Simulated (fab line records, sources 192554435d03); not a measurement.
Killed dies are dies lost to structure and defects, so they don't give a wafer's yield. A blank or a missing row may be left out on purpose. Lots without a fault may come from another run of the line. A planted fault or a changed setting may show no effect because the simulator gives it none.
Chamber matching | flow n5_finfet | N5_BEOL_M11_ETCH_62 on rie_diel-04: 4 sister chambers
The step etches SOC in N2/H2, target depth 110 nm, overetch 22 nm, time 165 s. 4 wafers are shown with their chamber, then 11 later ones without.

WAFERS WITH THEIR CHAMBER
wafer  | chamber | showerhead_plenum_p_Torr (Torr)
L088.1 | 0       | 2.41
L091.5 | 2       | 2.49
L091.6 | 1       | 2.54
L093.1 | 3       | 2.67

WAFERS WITHOUT THEIR CHAMBER
wafer  | showerhead_plenum_p_Torr (Torr)
L093.3 | 2.49
L093.5 | 2.53
L096.1 | 2.67
L096.3 | 2.41
L096.5 | 2.41
L092.1 | 2.48
L092.3 | 2.67
L092.6 | 2.53
L097.2 | 2.48
L097.3 | 2.53
L097.4 | 2.40

WHICH CHAMBER EACH WENT THROUGH
wafer  | from the rows above | in truth
L093.3 | 2                   | 2
L093.5 | 1                   | 1
L096.1 | 3                   | 3
L096.3 | 0                   | 0
L096.5 | 0                   | 0
L092.1 | 2                   | 2
L092.3 | 3                   | 3
L092.6 | 1                   | 1
L097.2 | 2                   | 2
L097.3 | 1                   | 1
L097.4 | 0                   | 0
Placed correctly: 11 of 11. Can't be placed from these rows: 0. Placed wrongly: 0.
How it was worked out, from the rows above alone: a wafer's distance from a chamber is the root of the sum, over the readings, of the square of ((its reading less the chamber's mean) divided by the reading's scatter). The wafer belongs to the nearest chamber; if the next one is less than 2 further off, it can't be placed. A chamber's mean is the mean of its shown wafers. The scatter: with one shown wafer a chamber, the root of the mean of the squares of how far each hidden wafer lies from its nearest shown one.
